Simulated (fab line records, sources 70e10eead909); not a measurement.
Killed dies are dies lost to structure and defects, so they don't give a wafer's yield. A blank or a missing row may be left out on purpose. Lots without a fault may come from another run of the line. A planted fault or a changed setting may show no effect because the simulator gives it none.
Which tool did it? | flow nand_harc | 12 lots, 36 wafers sampled, at 2 steps of a route of 1302

WHAT THE GAUGES READ, wafer by wafer
NHARC_A_CHANNEL_HOLE_D2_CD_MEAS_31.
lot  | measured     | on        | cd_nm (nm)
L074 | day 13 17:14 | cd_sem-03 | 88.1 90.6 90.8
L076 | day 14 11:48 | cd_sem-03 | 89.0 90.0 91.4
L080 | day 15 07:17 | cd_sem-02 | 90.6 90.4 90.3
L081 | day 15 23:23 | cd_sem-02 | 89.7 92.9 90.5
L083 | day 16 20:50 | cd_sem-03 | 90.1 88.8 87.2
L085 | day 18 08:01 | cd_sem-02 | 85.8 85.1 88.8
L086 | day 18 12:00 | cd_sem-02 | 89.4 91.0 89.6
L089 | day 19 16:22 | cd_sem-02 | 89.8 88.5 91.0
L091 | day 20 09:02 | cd_sem-03 | 91.2 92.3 86.8
L093 | day 20 23:32 | cd_sem-02 | 86.2 89.4 88.4
L094 | day 22 02:28 | cd_sem-03 | 90.0 92.0 89.4
L096 | day 22 15:38 | cd_sem-01 | 87.0 90.2 89.1

WHICH TOOL RAN EACH LOT (tool, then ch and the chambers of the sampled wafers, then the start)
lot  | NHARC_A_CHANNEL_HOLE_D2_STRIP_28
L074 | rie_diel-08 ch 0,1,3, day 13 17:14 or earlier
L076 | rie_diel-07 ch 1,2,3, day 14 11:48 or earlier
L080 | rie_diel-08 ch 0,2,3, day 15 07:17 or earlier
L081 | rie_diel-07 ch 0,1,2, day 15 23:23 or earlier
L083 | rie_diel-06 ch 0,2,3, day 16 20:50 or earlier
L085 | rie_diel-08 ch 1,2,3, day 18 08:01 or earlier
L086 | rie_diel-07 ch 1,2, day 18 12:00 or earlier
L089 | rie_diel-07 ch 0,2, day 19 16:22 or earlier
L091 | rie_diel-07 ch 0,2,3, day 20 09:02 or earlier
L093 | rie_diel-06 ch 0,2,3, day 20 23:32 or earlier
L094 | rie_diel-08 ch 0,3, day 22 02:28 or earlier
L096 | rie_diel-08 ch 0,2,3, day 22 15:38 or earlier
- NHARC_A_CHANNEL_HOLE_D2_STRIP_28: strips in O2.

THE ANSWER, worked out from the rows above alone
Rule: what is usual is taken from the lots themselves. Put in order of their means at a reading, lots are off if they are a third of the lots or fewer, leave a main group of 4 or more, and stand apart from it by a gap of 3 or more times the standard deviation of the main group's means; of several such gaps the widest counts. A main group whose means are all the same, to the digits that the tables above print for the reading, isn't used. A lot without any number at a reading at which 4 lots or more have one is off too. The other lots that the step has rows for count as sound.
No lot is off at any reading shown: from this, nothing can be told.

WHAT THE SIMULATOR HAD PUT IN
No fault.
